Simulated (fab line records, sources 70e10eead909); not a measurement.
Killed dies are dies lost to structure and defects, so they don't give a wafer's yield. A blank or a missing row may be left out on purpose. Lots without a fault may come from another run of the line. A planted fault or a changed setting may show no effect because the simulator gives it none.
One fault seen from 2 desks | flow nand_harc | each desk has only its own numbers; what lay behind them comes last

THE METROLOGY DESK
What the gauges read, lot by lot, whatever tool the lot ran on: means of the sampled wafers that have a number. A lot is out of limits, marked OUT, if its mean lies more than 4 standard deviations from the usual mean; the brackets give that distance.
Columns: A = cd_nm at NHARC_THIN_TSV_CD_MEAS_12, usual 999.6 nm
lot  | first seen here | A
L262 | day 18 04:28    | 998.5
L263 | day 19 02:36    | 997.2
L264 | day 19 03:55    | 999.7
L265 | day 19 05:05    | 1000.0
L267 | day 19 08:42    | 1000.0
L269 | day 20 00:45    | 998.2
L270 | day 20 23:07    | 1001.4
L274 | day 21 16:30    | 998.8
L273 | day 22 07:15    | 999.8
L280 | day 23 04:22    | 999.3
L282 | day 23 15:28    | 997.2
L284 | day 24 00:24    | 999.0
L283 | day 24 06:35    | 1000.1
This desk's finding: nothing out of limits on any of the 13 lots.

THE TOOL OWNER'S DESK: rie_metal-03
The tool's own readings at NHARC_THIN_TSV_ETCH_36 (etches the open film in Cl2/BCl3, target depth 65 nm, time 18.571 s): means of the sampled wafers that have a number, for each lot that ran on this tool. A lot is out of limits, marked OUT, if its mean lies more than 4 standard deviations from the usual mean; the brackets give that distance.
Columns: A = drypump_motor_current_A at NHARC_THIN_TSV_ETCH_36, usual 5.7 A; B = oes_product_au at NHARC_THIN_TSV_ETCH_36, usual 1.000 a.u.
lot  | first seen here | A   | B
L265 | day 19 11:44    | 5.7 | 1.001
L267 | day 19 15:16    | 5.7 | 0.997
L270 | day 21 05:52    | 5.7 | 0.997
L273 | day 22 13:53    | 5.7 | 1.006
L280 | day 23 11:17    | 5.7 | 0.995
L282 | day 24 01:12    | 5.7 | 1.000
L283 | day 24 13:03    | 5.8 | 0.995
This desk's finding: nothing out of limits on any of the 7 lots.

PUT TOGETHER
The metrology desk saw nothing out of limits.
The tool owner's desk saw nothing out of limits.

WHAT THE SIMULATOR HAD PUT IN
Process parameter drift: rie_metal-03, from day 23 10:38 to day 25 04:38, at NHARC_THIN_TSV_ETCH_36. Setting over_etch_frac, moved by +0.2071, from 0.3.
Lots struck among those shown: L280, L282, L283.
